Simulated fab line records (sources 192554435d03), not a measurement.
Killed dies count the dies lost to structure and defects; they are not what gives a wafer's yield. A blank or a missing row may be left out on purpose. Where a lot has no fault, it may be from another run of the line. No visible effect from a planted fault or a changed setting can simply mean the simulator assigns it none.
Chamber matching :: flow n5_finfet :: 4 sister chambers for N5_BEOL_M7_ETCH_61 on rie_diel-01
The step etches SiARC in CF4, target depth 45.5 nm, time 75.8 s. 4 wafers are shown with their chamber, then 10 later ones without.

## WAFERS, EACH WITH ITS CHAMBER
wafer: L085.4
chamber: 0
showerhead_plenum_p_Torr (Torr): 2.22

wafer: L088.5
chamber: 2
showerhead_plenum_p_Torr (Torr): 2.08

wafer: L090.3
chamber: 3
showerhead_plenum_p_Torr (Torr): 2.06

wafer: L090.4
chamber: 1
showerhead_plenum_p_Torr (Torr): 2.04

## WAFERS WITH NO CHAMBER GIVEN
wafer: L090.6
showerhead_plenum_p_Torr (Torr): 2.07

wafer: L092.1
showerhead_plenum_p_Torr (Torr): 2.06

wafer: L092.2
showerhead_plenum_p_Torr (Torr): 2.22

wafer: L092.3
showerhead_plenum_p_Torr (Torr): 2.04

wafer: L093.3
showerhead_plenum_p_Torr (Torr): 2.07

wafer: L093.4
showerhead_plenum_p_Torr (Torr): 2.22

wafer: L093.6
showerhead_plenum_p_Torr (Torr): 2.04

wafer: L094.1
showerhead_plenum_p_Torr (Torr): 2.04

wafer: L094.4
showerhead_plenum_p_Torr (Torr): 2.06

wafer: L094.6
showerhead_plenum_p_Torr (Torr): 2.07

## WHICH CHAMBER EACH ONE RAN IN
wafer: L090.6
from the rows above: can't be placed: 3 or 2
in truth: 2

wafer: L092.1
from the rows above: 3
in truth: 3

wafer: L092.2
from the rows above: 0
in truth: 0

wafer: L092.3
from the rows above: 1
in truth: 1

wafer: L093.3
from the rows above: can't be placed: 3 or 2
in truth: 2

wafer: L093.4
from the rows above: 0
in truth: 0

wafer: L093.6
from the rows above: 1
in truth: 1

wafer: L094.1
from the rows above: 1
in truth: 1

wafer: L094.4
from the rows above: 3
in truth: 3

wafer: L094.6
from the rows above: can't be placed: 3 or 2
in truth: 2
Correctly placed: 7 of 10. Not placeable from these rows: 3 (in 3, the candidates include the true chamber). Wrongly placed: 0.
How it was worked out, from the rows above alone: a wafer's distance from a chamber is the root of the sum, over the readings, of the square of ((its reading less the chamber's mean) divided by the reading's scatter). If the next closest chamber is less than 2 further off than the closest, the wafer can't be placed; otherwise it belongs to the closest. The mean given for a chamber averages the wafers shown for that chamber. The scatter: with one shown wafer a chamber, the root of the mean of the squares of how far each hidden wafer lies from its nearest shown one.
